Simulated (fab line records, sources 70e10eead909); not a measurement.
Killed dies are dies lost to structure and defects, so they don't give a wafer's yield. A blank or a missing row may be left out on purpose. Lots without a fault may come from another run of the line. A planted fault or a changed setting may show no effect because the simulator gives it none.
Chamber matching | flow nand_harc | NHARC_A_STAIRCASE_CMP_450 on cmp-04: 4 sister chambers
The step polishes SiO2, target thk 200 nm. 4 wafers are shown with their chamber, then 8 later ones without.

WAFERS WITH THEIR CHAMBER
wafer  | chamber | motor_current_A (A)
L090.3 | 2       | 12.4
L094.1 | 0       | 10.0
L094.4 | 3       | 10.6
L093.3 | 1       | 12.1

WAFERS WITHOUT THEIR CHAMBER
wafer  | motor_current_A (A)
L093.5 | 12.1
L093.6 | 11.5
L095.2 | 12.8
L095.5 | 12.1
L095.6 | 10.2
L097.1 | 11.0
L097.4 | 10.3
L097.5 | 9.7

WHICH CHAMBER EACH WENT THROUGH
wafer  | from the rows above          | in truth
L093.5 | can't be placed: 1 or 2      | 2
L093.6 | can't be placed: 1 or 2 or 3 | 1
L095.2 | can't be placed: 2 or 1      | 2
L095.5 | can't be placed: 1 or 2      | 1
L095.6 | can't be placed: 0 or 3      | 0
L097.1 | can't be placed: 3 or 0      | 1
L097.4 | can't be placed: 3 or 0      | 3
L097.5 | can't be placed: 0 or 3      | 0
Placed correctly: 0 of 8. Can't be placed from these rows: 8 (the true chamber is among the candidates in 7). Placed wrongly: 0.
How it was worked out, from the rows above alone: a wafer's distance from a chamber is the root of the sum, over the readings, of the square of ((its reading less the chamber's mean) divided by the reading's scatter). The wafer belongs to the nearest chamber; if the next one is less than 2 further off, it can't be placed. A chamber's mean is the mean of its shown wafers. The scatter: with one shown wafer a chamber, the root of the mean of the squares of how far each hidden wafer lies from its nearest shown one.
